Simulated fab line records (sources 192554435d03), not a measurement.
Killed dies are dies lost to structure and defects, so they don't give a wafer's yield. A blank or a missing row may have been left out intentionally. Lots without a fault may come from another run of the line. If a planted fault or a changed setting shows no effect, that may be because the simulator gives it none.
Matching of chambers + flow n5_finfet + N5_FIN_CUT_CUT_ETCH_28 on rie_si-03: 4 sister chambers
The step etches Si in HBr/Cl2/O2, target depth 6 nm, time 2.4 s. 18 wafers are shown with their chamber, then 9 later ones without.

## WAFERS PAIRED WITH THEIR CHAMBERS
| wafer  | chamber | throttle_valve_pct (%) | drypump_motor_current_A (A) | oes_product_au (a.u.) |
|--------|---------|------------------------|-----------------------------|-----------------------|
| L074.2 | 3       | 36.78                  | 5.3                         | 0.999                 |
| L074.3 | 1       | 36.80                  | 6.3                         | 0.979                 |
| L074.5 | 3       | 36.78                  | 5.3                         | 0.985                 |
| L076.1 | 0       | 37.00                  | 6.0                         | 1.002                 |
| L076.2 | 1       | 36.79                  | 6.3                         | 0.976                 |
| L076.5 | 2       | 37.07                  | 5.9                         | 0.992                 |
| L077.2 | 1       | 36.80                  | 6.4                         | 0.983                 |
| L077.4 | 0       | 37.01                  | 6.0                         | 1.000                 |
| L077.6 | 0       | 37.01                  | 6.0                         | 0.998                 |
| L078.2 | 2       | 37.07                  | 5.8                         | 0.993                 |
| L078.3 | 1       | 36.81                  | 6.3                         | 0.971                 |
| L078.5 | 3       | 36.81                  | 5.3                         | 0.982                 |
| L080.3 | 1       | 36.79                  | 6.3                         | 0.977                 |
| L080.5 | 3       | 36.77                  | 5.3                         | 0.988                 |
| L080.6 | 2       | 37.08                  | 5.8                         | 0.993                 |
| L081.2 | 2       | 37.06                  | 5.8                         | 0.990                 |
| L081.3 | 3       | 36.79                  | 5.4                         | 0.990                 |
| L081.5 | 2       | 37.07                  | 5.8                         | 0.988                 |

SIGNATURES (averages over the wafers above)
| reading                 | chamber 0 | chamber 1 | chamber 2 | chamber 3 | scatter within a chamber |
|-------------------------|-----------|-----------|-----------|-----------|--------------------------|
| throttle_valve_pct      | 37.0067   | 36.7980   | 37.0700   | 36.7860   | 0.0102                   |
| drypump_motor_current_A | 6.000     | 6.320     | 5.820     | 5.320     | 0.0414                   |
| oes_product_au          | 1.00000   | 0.97720   | 0.99120   | 0.98880   | 0.00439                  |
Rule: for each reading, subtract the chamber's mean from the wafer's reading, divide by that reading's scatter and square the result; add these up over the readings and take the root, which gives the wafer's distance from the chamber. The wafer belongs to the nearest chamber; if the next one is less than 2 further off, it can't be placed. The scatter: take each reading less its chamber's mean, square it, sum over the shown wafers, divide by the number of wafers less the number of chambers, and take the root.

## WAFERS MISSING THEIR CHAMBER
| wafer  | throttle_valve_pct (%) | drypump_motor_current_A (A) | oes_product_au (a.u.) |
|--------|------------------------|-----------------------------|-----------------------|
| L082.1 | 36.79                  | 6.3                         | 0.980                 |
| L082.3 | 37.07                  | 5.8                         | 0.987                 |
| L082.4 | 36.99                  | 6.0                         | 0.995                 |
| L087.1 | 36.78                  | 5.4                         | 0.989                 |
| L087.2 | 36.98                  | 6.0                         | 1.001                 |
| L087.5 | 37.08                  | 5.9                         | 0.987                 |
| L094.2 | 36.99                  | 6.0                         | 0.994                 |
| L094.5 | 36.80                  | 6.3                         | 0.977                 |
| L094.6 | 37.07                  | 5.9                         | 0.985                 |

## WHICH CHAMBER EACH ONE RAN IN
| wafer  | from the rows above | in truth |
|--------|---------------------|----------|
| L082.1 | 1                   | 1        |
| L082.3 | 2                   | 2        |
| L082.4 | 0                   | 0        |
| L087.1 | 3                   | 3        |
| L087.2 | 0                   | 0        |
| L087.5 | 2                   | 2        |
| L094.2 | 0                   | 0        |
| L094.5 | 1                   | 1        |
| L094.6 | 2                   | 2        |
Correct placement for 9 of the 9. From these rows, 0 cannot be placed. Number placed wrongly: 0.
